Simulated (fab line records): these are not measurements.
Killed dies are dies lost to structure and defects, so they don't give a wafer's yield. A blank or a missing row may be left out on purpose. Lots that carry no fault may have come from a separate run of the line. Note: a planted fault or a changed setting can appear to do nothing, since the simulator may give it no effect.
Matching of chambers	flow nand-harc	3 sister chambers for NHARC_A_STAIRCASE_DEP_301 on pecvd-04
The step deposits SiON, target thk 30 nm. 3 wafers are shown with their chamber, then 9 later ones without.

## WAFERS PAIRED WITH THEIR CHAMBERS
wafer	chamber	heater-power-w (W)
L091.4	0	699
L091.5	1	728
L091.6	2	662

## WAFERS WITH NO CHAMBER GIVEN
wafer	heater-power-w (W)
L092.3	801
L092.4	611
L092.6	811
L097.1	658
L097.3	659
L097.6	667
L096.1	793
L096.2	639
L096.4	712

## EACH ONE'S CHAMBER
wafer	from the rows above	in truth
L092.3	can't be placed: 1 or 0 or 2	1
L092.4	can't be placed: 2 or 0 or 1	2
L092.6	can't be placed: 1 or 0 or 2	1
L097.1	can't be placed: 2 or 0 or 1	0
L097.3	can't be placed: 2 or 0 or 1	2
L097.6	can't be placed: 2 or 0 or 1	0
L096.1	can't be placed: 1 or 0 or 2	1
L096.2	can't be placed: 2 or 0 or 1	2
L096.4	can't be placed: 0 or 1 or 2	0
Correctly placed: 0 of 9. Unplaceable from these rows: 9, with the true chamber sitting among the candidates in 9. Number placed wrongly: 0.
How it was worked out, from the rows above alone: a wafer's distance from a chamber is the root of the sum, over the readings, of the square of ((its reading less the chamber's mean) divided by the reading's scatter). If the next closest chamber is less than 2 further off than the closest, the wafer can't be placed; otherwise it belongs to the closest. For every chamber, the mean is computed from those of its wafers that are shown. The scatter: with one shown wafer a chamber, the root of the mean of the squares of how far each hidden wafer lies from its nearest shown one.
